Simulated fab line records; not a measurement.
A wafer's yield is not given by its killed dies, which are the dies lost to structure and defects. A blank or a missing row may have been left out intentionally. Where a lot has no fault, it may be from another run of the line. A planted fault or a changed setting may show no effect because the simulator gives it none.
Struck lot and sound lot, side by side | flow nand-harc | 42 steps out of a route of 1302
Sound: the wafers L913.1, L913.3, L913.4. Wafers L925.2, L925.5, L925.6 were the ones struck. The cause comes at the end.
Each step with rows lists, per side, the tool, then ch with its chambers, then its first start. Under that, the readings that differ: sound wafers | struck wafers | difference of the means | sigmas: that difference in standard deviations of wafers without a fault.
alike: a reading whose means differ by less than 2 such deviations, as well as words and numbers matching on both sides. not compared: withheld readings; readings where some wafer has no value; bounds like >300 that might hide an equal value; numbers whose values overlap and for which the record gives no deviation.
Wherever a step has rows on one side only, a row that says differs or no value, or a row with sigmas, the two part there. Numbers that don't overlap but have no deviation are shown without sigmas and don't part them. A reading missing from all wafers of one side parts the sides only when that side holds two or more wafers.

NHARC_P_GATE_STRIP_101: strips in O2, time 20 s.
  sound on rie-diel-07 ch 0,1,2, day 5 20:38; struck on rie-diel-07 ch 1,2,3, day 11 14:14
  alike: drypump-motor-current-A, oes-product-au, rf-vpp-V, showerhead-plenum-p-Torr, throttle-valve-pct
  not compared: rf-hours-counter-h
then, 11 steps without rows for these wafers: NHARC_P_GATE_PRECLEAN_97 (cleans in SPM, time 600 s); NHARC_P_GATE_SRD_98; NHARC_P_GATE_PRECLEAN_99 (cleans in SC1); NHARC_P_GATE_SRD_100; NHARC_P_GATE_DEHYDRATE_38 (time 120 s); NHARC_P_GATE_HMDS_39 (time 30 s); NHARC_P_GATE_COAT_40; NHARC_P_GATE_SOFTBAKE_41 (time 95 s); NHARC_P_GATE_EBR_42; NHARC_P_GATE_EXPOSE_43 (exposes mask P NSD, target cd 720 nm); NHARC_P_GATE_PEB_44 (peb time 85 s).
NHARC_P_GATE_DEVELOP_45: time 70 s.
  sound on litho-track-02 ch 0, day 5 21:00; struck on litho-track-03 ch 0, day 11 15:00
then, 1 step without rows for these wafers: NHARC_P_GATE_HARDBAKE_47 (time 80 s).
NHARC_P_GATE_DESCUM_48: chemistry O2, time 3 s.
  sound on rie-diel-03 ch 1,2,3, day 5 21:44; struck on rie-diel-02 ch 0,3, day 11 15:19
  reading                         | sound             | struck            | difference | sigmas
  showerhead-plenum-p-Torr (Torr) | 2.05 1.91 2.05    | 1.79 1.79 1.80    | -0.21      | -2
  model.P_GATE.cd-nm (nm)         | 719.2 719.5 720.8 | 121.9 122.4 122.6 | -597.5     |
  alike: drypump-motor-current-A, oes-product-au, rf-vpp-V, throttle-valve-pct
  not compared: rf-hours-counter-h
next, for these wafers, 1 step has no rows: NHARC_P_GATE_IMPLANT_49.
NHARC_P_GATE_STRIP_111: strips in N2/H2, time 250 s.
  sound on plasma-asher-02 ch 0,1, day 5 22:08; struck on plasma-asher-01 ch 0,1, day 11 15:47
  alike: drypump-motor-current-A, heater-power-w
  not compared: rf-hours-counter-h
NHARC_P_GATE_STRIP_75: strips in O2.
  sound on plasma-asher-02 ch 0,1, day 5 22:24; struck on plasma-asher-01 ch 0,1, day 11 16:06
  alike: drypump-motor-current-A, heater-power-w
  not compared: rf-hours-counter-h
then, 10 steps without rows for these wafers: NHARC_P_GATE_STRIP_50 (strips in SPM, time 900 s); NHARC_P_GATE_DEHYDRATE_51 (time 120 s); NHARC_P_GATE_HMDS_52 (time 30 s); NHARC_P_GATE_COAT_53; NHARC_P_GATE_SOFTBAKE_54 (time 95 s); NHARC_P_GATE_EBR_55; NHARC_P_GATE_EXPOSE_56 (exposes mask P PSD, target cd 720 nm); NHARC_P_GATE_PEB_57 (peb time 85 s); NHARC_P_GATE_DEVELOP_58 (time 70 s); NHARC_P_GATE_HARDBAKE_60 (time 80 s).
NHARC_P_GATE_DESCUM_61: chemistry O2, time 3 s.
  sound on rie-diel-02 ch 2,3, day 5 23:32; struck on rie-diel-03 ch 1,2,3, day 11 17:13
  alike: drypump-motor-current-A, oes-product-au, rf-vpp-V, showerhead-plenum-p-Torr, throttle-valve-pct
  not compared: rf-hours-counter-h
then, 2 steps without rows for these wafers: NHARC_P_GATE_IMPLANT_62; NHARC_P_GATE_STRIP_112 (strips in N2/H2, time 200 s).
NHARC_P_GATE_STRIP_76: strips in O2.
  sound on plasma-asher-01 ch 0,1, day 6 00:11; struck on plasma-asher-01 ch 0,1, day 11 17:49
  alike: drypump-motor-current-A, heater-power-w
  not compared: rf-hours-counter-h
then, 8 steps without rows for these wafers: NHARC_P_GATE_STRIP_63 (strips in SPM, time 900 s); NHARC_P_GATE_DEHYDRATE_83 (time 120 s); NHARC_P_GATE_HMDS_84 (time 30 s); NHARC_P_GATE_COAT_85; NHARC_P_GATE_SOFTBAKE_86 (time 95 s); NHARC_P_GATE_EBR_87; NHARC_P_GATE_EXPOSE_88 (exposes mask P HVN, target cd 2000 nm); NHARC_P_GATE_PEB_89 (peb time 85 s).
NHARC_P_GATE_DESCUM_93: chemistry O2, time 3 s.
  sound on rie-diel-03 ch 0,1,2, day 6 01:16; struck on rie-diel-03 ch 0,1,2, day 11 18:55
  reading                 | sound          | struck            | difference | sigmas
  model.P_GATE.cd-nm (nm) | 1999 2001 2000 | 121.9 122.4 122.6 | -1877.7    |
  alike: drypump-motor-current-A, oes-product-au, rf-vpp-V, showerhead-plenum-p-Torr, throttle-valve-pct
  not compared: rf-hours-counter-h
-- break in the record here, with 18 days between the starts of the struck wafers on either side (left off in module P_GATE, picked up again in module END, where the first step shown is number 1302 on the route) --
NHARC_END_SORT_01:
  at this point the record logs the struck wafers (prober-01 ch 0, day 29 21:56) and has no rows for the sound ones

== WHERE THEY PART ==
Last at NHARC_END_SORT_01 as far as this record goes, first at NHARC_P_GATE_DESCUM_48.

WHY: the cause the simulator had injected
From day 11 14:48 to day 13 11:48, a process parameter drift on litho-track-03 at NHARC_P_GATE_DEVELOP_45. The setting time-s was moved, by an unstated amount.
